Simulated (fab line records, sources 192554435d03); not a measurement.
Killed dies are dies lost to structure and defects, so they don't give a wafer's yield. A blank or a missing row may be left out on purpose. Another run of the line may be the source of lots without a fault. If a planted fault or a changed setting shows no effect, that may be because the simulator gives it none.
A lot that was struck, set against a sound lot -- flow n5 finfet -- 16 steps out of a route of 1938
Sound: wafers L268.3, L268.5, L268.6. Struck: wafer L281.3; the same lot's L281.2 was not struck, so it is left out; see the end for the cause.
Each step with rows lists, per side, the tool, then ch with its chambers, then its first start. Under that, the readings that differ: sound wafers -- struck wafers -- difference of the means -- sigmas: that difference in standard deviations of wafers without a fault.
alike: words and numbers the same on both sides, and readings whose means are apart by under 2 such deviations; not compared: readings that were withheld, readings missing a value for some wafer, numbers with overlapping values and no deviation given by the record, and bounds like >300 which may hide the same value.
Wherever a step has rows on one side only, a row that says differs or no value, or a row with sigmas, the two part there. Numbers that have no deviation but don't overlap get no sigmas and don't part them. A reading that every wafer of one side lacks parts them only if that side has two wafers or more.

N5_BEOL_M11_HM_DEP_02: deposits TiN, target thk 20 nm.
  sound: pvd sputter-02 at day 11 04:38; struck: pvd sputter-02 at day 13 23:50
  alike: substrate temp c, throttle valve pct
then, 8 steps without rows for these wafers: N5_BEOL_M11_COAT_59 (time 60 s, resist thk 100 nm); N5_BEOL_M11_COAT_60 (time 60 s, resist thk 30 nm); N5_BEOL_M11_COAT_05 (resist thk 90 nm); N5_BEOL_M11_EBR_07; N5_BEOL_M11_SOFTBAKE_06 (time 60 s); N5_BEOL_M11_EXPOSE_08 (exposes mask M11); N5_BEOL_M11_PEB_09 (peb time 60 s); N5_BEOL_M11_DEVELOP_10 (develop time 30 s).
N5_BEOL_M11_CD_MEAS_11 targets a cd of 64.1 nm.
  sound on cd sem-02 ch 0, day 11 05:05; struck on cd sem-02 ch 0, day 14 00:13
  alike: cd nm
N5_BEOL_M11_OVL_MEAS_12:
  sound on overlay-02 ch 0, day 11 05:07; struck on overlay-01 ch 0, day 14 00:15
reading,sound,struck,difference,sigmas
M11_OVL (nm),0.3 -1.3 -0.6,-2.3,-1.8,-2
N5_BEOL_M11_INSPECT_13: inspects for defects (brightfield).
  sound: defect inspect-01 at day 11 05:08; struck: defect inspect-01 at day 14 00:16
  alike: raw defect count
N5_BEOL_M11_DESCUM_16: chemistry O2, time 7.9 s.
  sound on rie diel-01 ch 0,3, day 11 05:11; struck on rie diel-02 ch 0, day 14 00:18
reading,sound,struck,difference,sigmas
bias power w (W),19.99 19.94 19.94,20.10,+0.14,+3
model.CAR-ArF_of_BEOL_M11_COAT_05.thk nm (nm),83.6 83.8 83.4,84.4,+0.8,
  alike: drypump motor current A, oes product au, rf vpp V, showerhead plenum p Torr, throttle valve pct
  not compared: rf fwd power W, rf hours counter h
N5_BEOL_M11_ETCH_61: etches SiARC in CF4, target depth 39 nm, time 65 s.
  sound on rie diel-01 ch 0,3, day 11 05:13; struck on rie diel-02 ch 0, day 14 00:20
reading,sound,struck,difference,sigmas
throttle valve pct (%),15.53 15.52 15.60,15.17,-0.38,-2
model.CAR-ArF_of_BEOL_M11_COAT_05.thk nm (nm),55.6 55.6 55.4,56.6,+1.1,
  alike: drypump motor current A, etch rf on time s, oes product au, rf fwd power W, rf vpp V, showerhead plenum p Torr
  not compared: rf hours counter h
N5_BEOL_M11_ETCH_62: etches SOC in N2/H2, target depth 110 nm, overetch 22 nm, time 165 s.
  sound on rie diel-01 ch 0,3, day 11 05:16; struck on rie diel-02 ch 0, day 14 00:23
reading,sound,struck,difference,sigmas
throttle valve pct (%),17.96 17.94 17.69,17.22,-0.64,-3
  alike: drypump motor current A, oes product au, rf fwd power W, rf vpp V, showerhead plenum p Torr
  not compared: rf hours counter h
N5_PASSIVATION_PROBE_49:
  the record holds rows for the sound wafers here (prober-01, day 13 04:23) but none for the struck ones

== WHERE THEY PART ==
First at N5_BEOL_M11_OVL_MEAS_12; last, within this record, at N5_PASSIVATION_PROBE_49.

WHY: whatever the simulator had introduced
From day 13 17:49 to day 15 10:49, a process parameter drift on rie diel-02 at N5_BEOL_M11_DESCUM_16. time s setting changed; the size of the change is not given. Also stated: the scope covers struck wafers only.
